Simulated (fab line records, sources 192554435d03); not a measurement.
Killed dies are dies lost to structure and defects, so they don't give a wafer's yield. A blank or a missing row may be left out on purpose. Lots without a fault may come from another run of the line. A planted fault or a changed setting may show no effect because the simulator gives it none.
Split-lot experiment | flow n5_finfet | 7 lots, 21 wafers read, on a route of 1938 steps

THE SPLIT
At N5_MIM_BOT_LITHO_EXPOSE_05 (exposes mask MIM BOT), the setting dose_mj was moved away from the recipe's 24.25 on 8 of the 21 wafers read, by -5.6% to +7.0%. The other wafers ran this setting at the recipe's value.

FROM THE SPLIT TO THE READING: what the file shows between them, 3 steps
- N5_MIM_BOT_LITHO_PEB_06 (also split here: peb_time_s)
- N5_MIM_BOT_LITHO_DEVELOP_07: develop time 60 s
- N5_MIM_BOT_LITHO_HARDBAKE_09: time 120 s

THE READING
cd_nm, in nm, at N5_MIM_BOT_LITHO_CD_MEAS_08 (target cd 3000 nm). Fault-free wafers of this fab line usually give 2998.6 nm, standard deviation 1.7 nm.

wafer  | tool, chamber at the split | dose_mj as run | against the recipe | cd_nm, nm | against lot-mates on the recipe
L075.3 | krf_scanner-01, 0          | 24.25          | recipe             | 3002.2    | -
L075.4 | krf_scanner-01, 0          | 24.25          | recipe             | 2999.5    | -
L075.5 | krf_scanner-01, 0          | 24.25          | recipe             | 3001.0    | -
L076.2 | krf_scanner-01, 0          | 24.25          | recipe             | 2999.4    | -
L076.3 | krf_scanner-01, 0          | 24.25          | recipe             | 2999.8    | -
L076.6 | krf_scanner-01, 0          | 24.25          | recipe             | 2998.7    | -
L085.2 | krf_scanner-01, 0          | 23.21          | -4.3%              | 2988.5    | -10.0
L085.3 | krf_scanner-01, 0          | 24.25          | recipe             | 2998.5    | -
L085.5 | krf_scanner-01, 0          | 23.21          | -4.3%              | 2987.2    | -11.3
L086.3 | krf_scanner-01, 0          | 25.94          | +7.0%              | 3012.3    | +12.2
L086.4 | krf_scanner-01, 0          | 25.94          | +7.0%              | 3006.5    | +6.4
L086.6 | krf_scanner-01, 0          | 24.25          | recipe             | 3000.1    | -
L087.1 | krf_scanner-02, 0          | 24.25          | recipe             | 3002.8    | -
L087.2 | krf_scanner-02, 0          | 25.64          | +5.7%              | 3009.9    | +10.3
L087.4 | krf_scanner-02, 0          | 24.25          | recipe             | 2996.4    | -
L090.2 | krf_scanner-02, 0          | 24.25          | recipe             | 2991.1    | -
L090.4 | krf_scanner-02, 0          | 25.61          | +5.6%              | 3006.4    | +15.3
L090.5 | krf_scanner-02, 0          | 25.61          | +5.6%              | 3000.2    | +9.1
L096.1 | krf_scanner-01, 0          | 24.25          | recipe             | 3001.0    | -
L096.2 | krf_scanner-01, 0          | 22.88          | -5.6%              | 2988.2    | -11.3
L096.3 | krf_scanner-01, 0          | 24.25          | recipe             | 2998.0    | -

THE FIT
A straight line over all 21 wafers: cd_nm changes by +1.63 nm for each +1% of dose_mj; r = +0.87; the points scatter about the line by 3.4 nm.
The same after taking each lot's own level away (the mean of its wafers on the recipe; 21 wafers): +1.87 nm for each +1%; r = +0.94; scatter 2.4 nm.
On that fit, the largest move of dose_mj shifts the reading by 13 nm.
The lots' own levels span 2991.10 to 3000.90 nm, that is 5.8 times the standard deviation above.
So the lot-to-lot level changes the slope: the two fits differ.
Check: with one of the wafers moved furthest among these (+7.0%) left out of the fit, the line predicts +12.6 nm for it against its lot-mates. It came out at +12.2 nm against them.

OTHER SPLITS ON THESE WAFERS
These wafers also went through other splits before the reading. Each is held against what the fit with the lots' levels taken away leaves over:
other split on the same wafers     | wafers away from the commonest value | r with cd_nm (lot level and that fit taken away)
N5_BEOL_M13_ETCH_59 bias_w         | 9                                    | +0.32
N5_BEOL_M14_ETCH_68 time_s         | 9                                    | -0.03
N5_BEOL_M14_TRENCH_ETCH_34 time_s  | 7                                    | -0.24
N5_MIM_BOT_LITHO_PEB_06 peb_time_s | as run: not given for these wafers   | -

THE FILE'S OWN FIT
cd_nm changes by +1.85 nm for each +1% of dose_mj, r = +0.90.
